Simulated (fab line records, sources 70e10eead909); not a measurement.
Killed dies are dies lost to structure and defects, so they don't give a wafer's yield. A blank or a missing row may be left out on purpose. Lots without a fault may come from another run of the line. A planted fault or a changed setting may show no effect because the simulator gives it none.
A struck lot beside a sound one | flow nand_harc | 14 steps out of a route of 1159
Sound: wafers L927.1, L927.5, L927.6. Struck: wafers L941.4, L941.5, L941.6. The cause comes at the end.
At each step with rows: each side's tool, then ch and its chambers, then its first start. Under that, the readings that differ: sound wafers | struck wafers | difference of the means | sigmas: that difference in standard deviations of wafers without a fault.
alike: readings whose means differ by less than 2 such deviations, and words and numbers that are the same on both sides. not compared: withheld readings, readings that some wafer has no value for, bounds like >300 that may hide the same value, and numbers for which the record gives no deviation and whose values overlap.
The two part at a step that has a row with sigmas, a row that says differs or no value, or rows on one side only. Numbers that don't overlap but have no deviation are shown without sigmas and don't part them. A reading that every wafer of one side lacks parts them only if that side has two wafers or more.

NHARC_P_GATE_STRIP_95: strips in O2.
  sound on plasma_asher-01 ch 0,1, day 5 19:39; struck on plasma_asher-02 ch 0,1, day 8 15:43
  reading                     | sound       | struck      | difference | sigmas
  drypump_motor_current_A (A) | 4.9 5.7 5.0 | 6.3 6.2 6.1 | +1.0       | +2
  alike: heater_power_w
  not compared: rf_hours_counter_h
then, 1 step without rows for these wafers: NHARC_P_GATE_STRIP_96 (strips in SPM, time 900 s).
NHARC_P_GATE_RTA_64: time 1 s.
  sound on rtp_anneal-02 ch 0, day 5 20:17; struck on rtp_anneal-01 ch 0, day 8 16:21
  alike: lamp_power_pct, lamp_zone_1_pct, wafer_temp_C_max
then, 1 step without rows for these wafers: NHARC_P_GATE_ETCH_77 (etches SiO2 in dHF, target depth 6 nm).
NHARC_P_GATE_DEGAS_109: time 60 s.
  sound on pvd_sputter-02, day 5 20:37; struck on pvd_sputter-02, day 8 16:34
  alike: heater_power_w
then, 3 steps without rows for these wafers: NHARC_P_GATE_PRE_CLEAN_110 (time 30 s); NHARC_P_GATE_SPUTTER_78 (material Ni, target thk 10 nm); NHARC_P_GATE_SPUTTER_79 (material TiN, target thk 10 nm).
NHARC_P_GATE_RTA_80: time 30 s.
  sound on rtp_anneal-02 ch 0, day 5 20:53; struck on rtp_anneal-01 ch 0, day 8 17:16
  alike: wafer_temp_C_max
then, 2 steps without rows for these wafers: NHARC_P_GATE_STRIP_67 (strips in SPM, time 600 s); NHARC_P_GATE_RTA_82 (time 30 s).
NHARC_P_GATE_INSPECT_68:
  sound on defect_inspect-01, day 5 21:35; struck on defect_inspect-01, day 8 17:51
  alike: raw_defect_count
NHARC_P_CONTACT_DEP_30: deposits SiNx, target thk 30 nm.
  sound on pecvd-04 ch 1,2, day 5 21:39; struck on pecvd-01 ch 0,1,2, day 8 18:49
  alike: heater_power_w
NHARC_P_CONTACT_DEP_00: deposits SiO2, target thk 500 nm.
  sound on pecvd-04 ch 1,2, day 5 22:00; struck on pecvd-01 ch 0,1,2
  alike: heater_power_w, showerhead_vpp_V, throttle_valve_pct

WHERE THEY PART
Only at NHARC_P_GATE_STRIP_95, within this record. Later steps at which nothing parts them and some readings are alike: NHARC_P_GATE_RTA_64, NHARC_P_GATE_DEGAS_109, NHARC_P_GATE_RTA_80, NHARC_P_GATE_INSPECT_68, NHARC_P_CONTACT_DEP_30, NHARC_P_CONTACT_DEP_00.

WHY: what the simulator had put in
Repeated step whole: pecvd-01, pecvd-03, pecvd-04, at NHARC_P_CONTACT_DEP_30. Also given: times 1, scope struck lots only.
